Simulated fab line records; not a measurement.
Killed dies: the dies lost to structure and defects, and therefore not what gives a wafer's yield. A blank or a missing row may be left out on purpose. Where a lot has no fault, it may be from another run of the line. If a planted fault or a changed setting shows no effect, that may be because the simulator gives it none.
Which tool was responsible? :: flow nandHarc :: 12 lots, 36 wafers sampled, at 5 steps of a route of 1159

WHAT EACH GAUGE READ, for each wafer
NHARC_P_START_INSPECT_01.
lot: L743
measured: day 1 12:02
on: defectInspect-01
rawDefectCount: 9 2 5

lot: L749
measured: day 3 00:02
on: defectInspect-02
rawDefectCount: 3 6 3

lot: L752
measured: day 3 18:02
on: defectInspect-01
rawDefectCount: 3 7 4

lot: L755
measured: day 4 12:02
on: defectInspect-01
rawDefectCount: 6 4 3

lot: L757
measured: day 5 00:02
on: defectInspect-02
rawDefectCount: 0 6 5

lot: L760
measured: day 5 18:02
on: defectInspect-01
rawDefectCount: 0 4 1

lot: L761
measured: day 6 00:02
on: defectInspect-02
rawDefectCount: 3 1 2

lot: L762
measured: day 6 06:02
on: defectInspect-02
rawDefectCount: 1 3 1

lot: L763
measured: day 6 12:02
on: defectInspect-02
rawDefectCount: 0 3 0

lot: L764
measured: day 6 18:02
on: defectInspect-01
rawDefectCount: 2 2 4

lot: L765
measured: day 7 00:02
on: defectInspect-01
rawDefectCount: 3 4 2

lot: L766
measured: day 7 06:02
on: defectInspect-02
rawDefectCount: 3 12 4

NHARC_END_SORT_01.
lot: L749
measured: day 20 20:11
on: prober-02
killedAtArray: 24 22 25
killedAtOther: 0 0 0
killedAtPeriphery: 4 4 5
killedDies: 28 26 30
killedOpen: 1 3 1
killedShort: 0 0 1

lot: L752
measured: day 21 21:12
on: prober-02
killedAtArray: 23 22
killedAtOther: 2 1
killedAtPeriphery: 0 2
killedDies: 25 25
killedOpen: 0 2
killedShort: 1 0

TOOL THAT RAN EACH LOT (tool first, then ch and the chambers of the sampled wafers, then the start)
lot: L743
NHARC_P_ZERO_WELL_ETCH_62: rieDiel-05 ch 0,1, day 1 13:35
NHARC_P_ZERO_WELL_DESCUM_54: rieDiel-12 ch 0,1,2, day 1 17:59
NHARC_P_GATE_DESCUM_13: rieDiel-08 ch 2,3, day 4 03:13

lot: L749
NHARC_P_ZERO_WELL_ETCH_62: rieDiel-10 ch 0,1,2, day 3 01:35
NHARC_P_ZERO_WELL_DESCUM_54: rieDiel-05 ch 1,2,3, day 3 05:39
NHARC_P_GATE_DESCUM_13: rieDiel-08 ch 0,1,2, day 5 15:19

lot: L752
NHARC_P_ZERO_WELL_ETCH_62: rieDiel-10 ch 0,2,3, day 3 19:35
NHARC_P_ZERO_WELL_DESCUM_54: rieDiel-05 ch 0,2,3, day 3 23:54
NHARC_P_GATE_DESCUM_13: rieDiel-11 ch 0,1,2, day 6 12:31

lot: L755
NHARC_P_ZERO_WELL_ETCH_62: rieDiel-05 ch 0,2,3, day 4 13:27
NHARC_P_ZERO_WELL_DESCUM_54: rieDiel-12 ch 0,1,2, day 4 17:44
NHARC_P_GATE_DESCUM_13: rieDiel-08 ch 0,2, day 7 06:02

lot: L757
NHARC_P_ZERO_WELL_ETCH_62: rieDiel-05 ch 1,2,3, day 5 01:35
NHARC_P_ZERO_WELL_DESCUM_54: rieDiel-05 ch 0,2,3, day 5 05:55
NHARC_P_GATE_DESCUM_13: rieDiel-01 ch 0,1,2, day 7 12:35

lot: L760
NHARC_P_ZERO_WELL_ETCH_62: rieDiel-05 ch 0,1,2, day 5 19:35
NHARC_P_ZERO_WELL_DESCUM_54: rieDiel-12 ch 0,2,3, day 5 23:56
NHARC_P_GATE_DESCUM_13: rieDiel-08 ch 1,3, day 8 04:53

lot: L761
NHARC_P_ZERO_WELL_ETCH_62: rieDiel-10 ch 0,1,2, day 6 01:34
NHARC_P_ZERO_WELL_DESCUM_54: rieDiel-05 ch 1,2,3, day 6 05:49
NHARC_P_GATE_DESCUM_13: rieDiel-11 ch 2,3, day 8 16:22

lot: L762
NHARC_P_ZERO_WELL_ETCH_62: rieDiel-10 ch 0,1,2, day 6 07:36
NHARC_P_ZERO_WELL_DESCUM_54: rieDiel-05 ch 1,2,3, day 6 11:58
NHARC_P_GATE_DESCUM_13: rieDiel-08 ch 0,1,3, day 8 21:22

lot: L763
NHARC_P_ZERO_WELL_ETCH_62: rieDiel-12 ch 0,1, day 6 13:35
NHARC_P_ZERO_WELL_DESCUM_54: rieDiel-12 ch 1,2, day 6 17:55
NHARC_P_GATE_DESCUM_13: rieDiel-08 ch 0,2, day 8 21:35

lot: L764
NHARC_P_ZERO_WELL_ETCH_62: rieDiel-12 ch 0,3, day 6 19:34
NHARC_P_ZERO_WELL_DESCUM_54: rieDiel-10 ch 0,2, day 6 23:40
NHARC_P_GATE_DESCUM_13: rieDiel-08 ch 1,2,3, day 9 10:25

lot: L765
NHARC_P_ZERO_WELL_ETCH_62: rieDiel-12 ch 2,3, day 7 01:26
NHARC_P_ZERO_WELL_DESCUM_54: rieDiel-05 ch 0,2, day 7 05:46
NHARC_P_GATE_DESCUM_13: rieDiel-01 ch 1,3, day 9 10:16

lot: L766
NHARC_P_ZERO_WELL_ETCH_62: rieDiel-10 ch 0,1,3, day 7 07:35
NHARC_P_ZERO_WELL_DESCUM_54: rieDiel-12 ch 0,2,3, day 7 11:41
NHARC_P_GATE_DESCUM_13: rieDiel-11 ch 0,1,2, day 9 16:56
- NHARC_P_ZERO_WELL_ETCH_62: etches the open film in CHF3/Ar, target depth 13 nm, time 6.5 s.
- NHARC_P_ZERO_WELL_DESCUM_54: chemistry O2, time 3 s.
- NHARC_P_GATE_DESCUM_13: chemistry O2, time 3 s.

WHAT THE TOOLS THEMSELVES READ (means of the sampled wafers that have a number; where no wafer has one, the mark that the record gives instead)
NHARC_P_ZERO_WELL_ETCH_62.
lot: L743
tool: rieDiel-05
drypumpMotorCurrentA (A): 5.5
oesProductAu (a.u.): 0.974
rfVppV (V): 373.9
showerheadPlenumPTorr (Torr): 2.47
throttleValvePct (%): 20.218

lot: L749
tool: rieDiel-10
drypumpMotorCurrentA (A): 5.3
oesProductAu (a.u.): 1.239
rfVppV (V): 370.7
showerheadPlenumPTorr (Torr): 2.39
throttleValvePct (%): 20.215

lot: L752
tool: rieDiel-10
drypumpMotorCurrentA (A): 5.3
oesProductAu (a.u.): 1.224
rfVppV (V): 370.8
showerheadPlenumPTorr (Torr): 2.38
throttleValvePct (%): 20.219

lot: L755
tool: rieDiel-05
drypumpMotorCurrentA (A): 5.8
oesProductAu (a.u.): 0.971
rfVppV (V): 372.3
showerheadPlenumPTorr (Torr): 2.48
throttleValvePct (%): 20.210

lot: L757
tool: rieDiel-05
drypumpMotorCurrentA (A): 5.7
oesProductAu (a.u.): 0.972
rfVppV (V): 373.1
showerheadPlenumPTorr (Torr): 2.42
throttleValvePct (%): 20.216

lot: L760
tool: rieDiel-05
drypumpMotorCurrentA (A): 5.5
oesProductAu (a.u.): 0.975
rfVppV (V): 372.3
showerheadPlenumPTorr (Torr): 2.44
throttleValvePct (%): 20.209

lot: L761
tool: rieDiel-10
drypumpMotorCurrentA (A): 5.3
oesProductAu (a.u.): 0.971
rfVppV (V): 372.2
showerheadPlenumPTorr (Torr): 2.39
throttleValvePct (%): 20.223

lot: L762
tool: rieDiel-10
drypumpMotorCurrentA (A): 5.3
oesProductAu (a.u.): 0.970
rfVppV (V): 372.5
showerheadPlenumPTorr (Torr): 2.39
throttleValvePct (%): 20.219

lot: L763
tool: rieDiel-12
drypumpMotorCurrentA (A): 5.8
oesProductAu (a.u.): 0.981
rfVppV (V): 371.9
showerheadPlenumPTorr (Torr): 2.40
throttleValvePct (%): 20.217

lot: L764
tool: rieDiel-12
drypumpMotorCurrentA (A): 5.3
oesProductAu (a.u.): 0.972
rfVppV (V): 372.4
showerheadPlenumPTorr (Torr): 2.42
throttleValvePct (%): 20.220

lot: L765
tool: rieDiel-12
drypumpMotorCurrentA (A): 5.3
oesProductAu (a.u.): 0.959
rfVppV (V): 369.8
showerheadPlenumPTorr (Torr): 2.28
throttleValvePct (%): 20.217

lot: L766
tool: rieDiel-10
drypumpMotorCurrentA (A): 5.4
oesProductAu (a.u.): 0.966
rfVppV (V): 369.8
showerheadPlenumPTorr (Torr): 2.31
throttleValvePct (%): 20.215

NHARC_P_ZERO_WELL_DESCUM_54.
lot: L743
tool: rieDiel-12
drypumpMotorCurrentA (A): 5.4
oesProductAu (a.u.): 1.014
rfVppV (V): 57.3
showerheadPlenumPTorr (Torr): 1.94
throttleValvePct (%): 11.306

lot: L749
tool: rieDiel-05
drypumpMotorCurrentA (A): 5.7
oesProductAu (a.u.): 1.006
rfVppV (V): 57.9
showerheadPlenumPTorr (Torr): 1.98
throttleValvePct (%): 11.312

lot: L752
tool: rieDiel-05
drypumpMotorCurrentA (A): 5.8
oesProductAu (a.u.): 1.002
rfVppV (V): 59.2
showerheadPlenumPTorr (Torr): 2.03
throttleValvePct (%): 11.305

lot: L755
tool: rieDiel-12
drypumpMotorCurrentA (A): 5.5
oesProductAu (a.u.): 1.024
rfVppV (V): 58.1
showerheadPlenumPTorr (Torr): 1.94
throttleValvePct (%): 11.306

lot: L757
tool: rieDiel-05
drypumpMotorCurrentA (A): 5.8
oesProductAu (a.u.): 1.003
rfVppV (V): 58.3
showerheadPlenumPTorr (Torr): 2.03
throttleValvePct (%): 11.311

lot: L760
tool: rieDiel-12
drypumpMotorCurrentA (A): 5.3
oesProductAu (a.u.): 1.005
rfVppV (V): 58.5
showerheadPlenumPTorr (Torr): 1.92
throttleValvePct (%): 11.318

lot: L761
tool: rieDiel-05
drypumpMotorCurrentA (A): 5.7
oesProductAu (a.u.): 0.998
rfVppV (V): 58.6
showerheadPlenumPTorr (Torr): 1.98
throttleValvePct (%): 11.313

lot: L762
tool: rieDiel-05
drypumpMotorCurrentA (A): 5.7
oesProductAu (a.u.): 0.998
rfVppV (V): 58.2
showerheadPlenumPTorr (Torr): 1.98
throttleValvePct (%): 11.305

lot: L763
tool: rieDiel-12
drypumpMotorCurrentA (A): 5.5
oesProductAu (a.u.): 1.012
rfVppV (V): 57.8
showerheadPlenumPTorr (Torr): 1.88
throttleValvePct (%): 11.308

lot: L764
tool: rieDiel-10
drypumpMotorCurrentA (A): 5.4
oesProductAu (a.u.): 0.989
rfVppV (V): 58.4
showerheadPlenumPTorr (Torr): 1.96
throttleValvePct (%): 11.300

lot: L765
tool: rieDiel-05
drypumpMotorCurrentA (A): 5.5
oesProductAu (a.u.): 0.992
rfVppV (V): 58.2
showerheadPlenumPTorr (Torr): 2.02
throttleValvePct (%): 11.310

lot: L766
tool: rieDiel-12
drypumpMotorCurrentA (A): 5.3
oesProductAu (a.u.): 0.995
rfVppV (V): 58.0
showerheadPlenumPTorr (Torr): 1.92
throttleValvePct (%): 11.303

NHARC_P_GATE_DESCUM_13.
lot: L743
tool: rieDiel-08
drypumpMotorCurrentA (A): 5.53
oesProductAu (a.u.): 0.989
rfVppV (V): 58.3
showerheadPlenumPTorr (Torr): 1.83
throttleValvePct (%): 11.305

lot: L749
tool: rieDiel-08
drypumpMotorCurrentA (A): 5.62
oesProductAu (a.u.): 1.012
rfVppV (V): 57.7
showerheadPlenumPTorr (Torr): 1.90
throttleValvePct (%): 11.316

lot: L752
tool: rieDiel-11
drypumpMotorCurrentA (A): 5.61
oesProductAu (a.u.): 0.997
rfVppV (V): 57.7
showerheadPlenumPTorr (Torr): 1.92
throttleValvePct (%): 11.316

lot: L755
tool: rieDiel-08
drypumpMotorCurrentA (A): 5.50
oesProductAu (a.u.): 1.001
rfVppV (V): 57.5
showerheadPlenumPTorr (Torr): 1.86
throttleValvePct (%): 11.305

lot: L757
tool: rieDiel-01
drypumpMotorCurrentA (A): 5.68
oesProductAu (a.u.): 1.001
rfVppV (V): 58.2
showerheadPlenumPTorr (Torr): 1.93
throttleValvePct (%): 11.321

lot: L760
tool: rieDiel-08
drypumpMotorCurrentA (A): 5.97
oesProductAu (a.u.): 1.001
rfVppV (V): 58.0
showerheadPlenumPTorr (Torr): 1.91
throttleValvePct (%): 11.312

lot: L761
tool: rieDiel-11
drypumpMotorCurrentA (A): 5.66
oesProductAu (a.u.): 0.991
rfVppV (V): 58.1
showerheadPlenumPTorr (Torr): 1.91
throttleValvePct (%): 11.311

lot: L762
tool: rieDiel-08
drypumpMotorCurrentA (A): 5.82
oesProductAu (a.u.): 1.007
rfVppV (V): 57.1
showerheadPlenumPTorr (Torr): 1.92
throttleValvePct (%): 11.308

lot: L763
tool: rieDiel-08
drypumpMotorCurrentA (A): 5.40
oesProductAu (a.u.): 0.996
rfVppV (V): 58.0
showerheadPlenumPTorr (Torr): 1.83
throttleValvePct (%): 11.306

lot: L764
tool: rieDiel-08
drypumpMotorCurrentA (A): 5.74
oesProductAu (a.u.): 1.006
rfVppV (V): 57.8
showerheadPlenumPTorr (Torr): 1.89
throttleValvePct (%): 11.315

lot: L765
tool: rieDiel-01
drypumpMotorCurrentA (A): 6.01
oesProductAu (a.u.): 1.000
rfVppV (V): 57.0
showerheadPlenumPTorr (Torr): 1.91
throttleValvePct (%): 11.313

lot: L766
tool: rieDiel-11
drypumpMotorCurrentA (A): 5.60
oesProductAu (a.u.): 0.990
rfVppV (V): 58.0
showerheadPlenumPTorr (Torr): 1.92
throttleValvePct (%): 11.318

THE ANSWER, worked out from the rows above alone
Rule: the lots themselves supply what counts as usual. The widest of any qualifying gaps counts: lots, ordered by their means at a reading, are off when they make up no more than a third of the lots, leave a main group of 4 or more, and stand apart from it by 3 or more times the standard deviation of that group's means. If all means in a main group match to the digits the tables above print for the reading, that group is not used. Also off: a lot with no number at a reading for which 4 or more lots have one. Where the step has rows for the other lots, those lots are counted as sound. The gauges are gone through in route order, then the tools' own readings, and for those a lot's mean is taken as printed above. The first step at which some lot is off is used, and at that step the reading that is off furthest; a lot without a number counts as furthest.
Off at NHARC_P_ZERO_WELL_ETCH_62 (oesProductAu): L749, L752. The main group: mean 0.971 a.u., standard deviation 0.0054.
A tool fits if, at that step or a process step before it, it ran every lot that is off, and no sound lot after the first of them. None of those tried fits.

WHAT THE SIMULATOR PUT IN
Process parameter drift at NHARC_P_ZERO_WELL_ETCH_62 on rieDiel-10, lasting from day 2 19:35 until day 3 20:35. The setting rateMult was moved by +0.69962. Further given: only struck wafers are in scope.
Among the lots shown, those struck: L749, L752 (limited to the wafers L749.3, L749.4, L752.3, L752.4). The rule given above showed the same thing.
